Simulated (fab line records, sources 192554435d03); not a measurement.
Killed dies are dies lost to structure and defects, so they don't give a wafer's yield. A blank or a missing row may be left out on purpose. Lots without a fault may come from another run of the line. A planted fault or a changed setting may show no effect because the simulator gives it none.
Split-lot experiment | flow n5_finfet | 7 lots, 21 wafers read, on a route of 1938 steps

THE SPLIT
At N5_BEOL_M5_EXPOSE_08 (exposes mask M5, target cd 28 nm), the setting dose_mj was moved away from the recipe's 35.75 on 8 of the 21 wafers read, by -4.4% to +4.5%. The other wafers ran this setting at the recipe's value.

FROM THE SPLIT TO THE READING: what the file shows between them, 9 steps
- N5_BEOL_M5_PEB_09: peb time 60 s
- N5_BEOL_M5_DEVELOP_10: develop time 30 s
- N5_BEOL_M5_DESCUM_16: chemistry O2, time 7 s
- N5_BEOL_M5_ETCH_72: etches underlayer in N2/H2, target depth 6.5 nm, time 5.2 s (also split here: bias_w)
- N5_BEOL_M5_ETCH_61: etches SiARC in CF4, target depth 15.6 nm, time 26 s
- N5_BEOL_M5_ETCH_62: etches SOC in N2/H2, target depth 75 nm, overetch 15 nm, time 112.5 s
- N5_BEOL_M5_STRIP_63: strips in N2/H2
- N5_BEOL_M5_STRIP_73: strips in N2/H2
- N5_BEOL_M5_STRIP_64: strips in CF4

THE READING
BEOL_M5.cd_nm (the simulator's own value, which no gauge read), in nm, at N5_BEOL_M5_HM_OPEN_17 (chemistry Cl2/BCl3, target TiN, target depth 20 nm, overetch 6 nm). The file gives no usual value for it. The 13 wafers here that ran the recipe average 28.0 nm, standard deviation 0.21 nm.

wafer  | tool, chamber at the split | dose_mj as run | against the recipe | BEOL_M5.cd_nm, nm | against lot-mates on the recipe
L075.1 | euv_scanner-01, 0          | 35.75          | recipe             | 27.6              | -
L075.3 | euv_scanner-01, 0          | 35.75          | recipe             | 28                | -
L075.6 | euv_scanner-01, 0          | 34.17          | -4.4%              | 27                | -0.8
L076.4 | euv_scanner-02, 0          | 35.75          | recipe             | 28                | -
L076.5 | euv_scanner-02, 0          | 35.75          | recipe             | 28.2              | -
L076.6 | euv_scanner-02, 0          | 37.31          | +4.4%              | 29                | +0.9
L084.1 | euv_scanner-02, 0          | 34.6           | -3.2%              | 27                | -1.2
L084.2 | euv_scanner-02, 0          | 35.75          | recipe             | 28.2              | -
L084.3 | euv_scanner-02, 0          | 34.6           | -3.2%              | 27.6              | -0.6
L087.1 | euv_scanner-02, 0          | 36.8           | +2.9%              | 28                | +0.0
L087.2 | euv_scanner-02, 0          | 35.75          | recipe             | 28                | -
L087.6 | euv_scanner-02, 0          | 36.8           | +2.9%              | 28.6              | +0.6
L092.2 | euv_scanner-01, 0          | 36.49          | +2.1%              | 28.6              | +0.5
L092.3 | euv_scanner-01, 0          | 35.75          | recipe             | 27.8              | -
L092.6 | euv_scanner-01, 0          | 35.75          | recipe             | 28.4              | -
L090.1 | euv_scanner-02, 0          | 35.75          | recipe             | 27.8              | -
L090.3 | euv_scanner-02, 0          | 35.75          | recipe             | 27.8              | -
L090.6 | euv_scanner-02, 0          | 37.35          | +4.5%              | 28.8              | +1.0
L097.1 | euv_scanner-02, 0          | 35.75          | recipe             | 28                | -
L097.5 | euv_scanner-02, 0          | 35.75          | recipe             | 28                | -
L097.6 | euv_scanner-02, 0          | 35.75          | recipe             | 27.8              | -

THE FIT
A straight line over all 21 wafers: BEOL_M5.cd_nm changes by +0.2 nm for each +1% of dose_mj; r = +0.88; the points scatter about the line by 0.24 nm.
The same after taking each lot's own level away (the mean of its wafers on the recipe; 21 wafers): +0.206 nm for each +1%; r = +0.90; scatter 0.22 nm.
On that fit, the largest move of dose_mj shifts the reading by 0.92 nm.
The lots' own levels span 27.80 to 28.20 nm, that is 1.9 times the standard deviation above.
So the lot-to-lot level changes the slope little: the two slopes agree.
Check: with one of the wafers moved furthest among these (+4.5%) left out of the fit, the line predicts +0.848 nm for it against its lot-mates. It came out at +1 nm against them.

OTHER SPLITS ON THESE WAFERS
These wafers also went through other splits before the reading. Each is held against what the fit with the lots' levels taken away leaves over:
other split on the same wafers   | wafers away from the commonest value | r with BEOL_M5.cd_nm (lot level and that fit taken away)
N5_BEOL_M4_TRENCH_ETCH_37 bias_w | 7                                    | +0.02
N5_BEOL_M5_ETCH_72 bias_w        | 5                                    | -0.03

THE WHOLE CHAIN: every reading that the file lists as answering this split, in the file's order
step                  | what it does                                                          | reading                                                        | change (the file's fit)               | r (the file's)
N5_BEOL_M5_DESCUM_16  | chemistry O2, time 7 s                                                | BEOL_M5.cd_nm (the simulator's own value, which no gauge read) | +0.21 nm for each +1% of the setting  | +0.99
N5_BEOL_M5_ETCH_72    | etches underlayer in N2/H2, target depth 6.5 nm, time 5.2 s           | BEOL_M5.cd_nm (the simulator's own value, which no gauge read) | +0.217 nm for each +1% of the setting | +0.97
N5_BEOL_M5_ETCH_62    | etches SOC in N2/H2, target depth 75 nm, overetch 15 nm, time 112.5 s | BEOL_M5.cd_nm (the simulator's own value, which no gauge read) | +0.253 nm for each +1% of the setting | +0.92
N5_BEOL_M5_HM_OPEN_17 | chemistry Cl2/BCl3, target TiN, target depth 20 nm, overetch 6 nm     | BEOL_M5.cd_nm (the simulator's own value, which no gauge read) | +0.205 nm for each +1% of the setting | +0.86

THE FILE'S OWN FIT
BEOL_M5.cd_nm changes by +0.205 nm for each +1% of dose_mj, r = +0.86.
